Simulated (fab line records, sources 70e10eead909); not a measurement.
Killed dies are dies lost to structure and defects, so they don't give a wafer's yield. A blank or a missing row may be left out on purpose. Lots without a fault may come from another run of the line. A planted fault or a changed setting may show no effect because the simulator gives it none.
Chamber matching | flow nand_harc | NHARC_P_M2_DEP_33 on pecvd-04: 3 sister chambers
The step deposits SiCN, target thk 30 nm. 6 wafers are shown with their chamber, then 10 later ones without.

WAFERS WITH THEIR CHAMBER
wafer  | chamber | heater_power_w (W) | susceptor_temp_C (C)
L085.1 | 2       | 638                | 370.06
L085.4 | 0       | 623                | 369.47
L087.5 | 0       | 639                | 370.33
L087.6 | 1       | 578                | 370.29
L090.1 | 2       | 651                | 369.77
L090.2 | 1       | 530                | 369.92

WAFERS WITHOUT THEIR CHAMBER
wafer  | heater_power_w (W) | susceptor_temp_C (C)
L090.6 | 584                | 370.18
L091.2 | 583                | 370.00
L091.3 | 677                | 369.92
L091.4 | 587                | 369.57
L093.3 | 656                | 369.97
L093.4 | 665                | 370.00
L093.5 | 537                | 369.54
L095.2 | 545                | 369.93
L095.4 | 648                | 370.01
L095.6 | 535                | 369.91

WHICH CHAMBER EACH WENT THROUGH
wafer  | from the rows above          | in truth
L090.6 | can't be placed: 1 or 0 or 2 | 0
L091.2 | can't be placed: 1 or 0 or 2 | 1
L091.3 | can't be placed: 2 or 0      | 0
L091.4 | can't be placed: 1 or 0 or 2 | 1
L093.3 | can't be placed: 2 or 0      | 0
L093.4 | can't be placed: 2 or 0      | 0
L093.5 | 1                            | 1
L095.2 | 1                            | 1
L095.4 | can't be placed: 2 or 0      | 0
L095.6 | 1                            | 1
Placed correctly: 3 of 10. Can't be placed from these rows: 7 (the true chamber is among the candidates in 7). Placed wrongly: 0.
How it was worked out, from the rows above alone: a wafer's distance from a chamber is the root of the sum, over the readings, of the square of ((its reading less the chamber's mean) divided by the reading's scatter). The wafer belongs to the nearest chamber; if the next one is less than 2 further off, it can't be placed. A chamber's mean is the mean of its shown wafers. The scatter: the root of (the sum of the squares of (reading less its chamber's mean) over the shown wafers, divided by (wafers less chambers)).
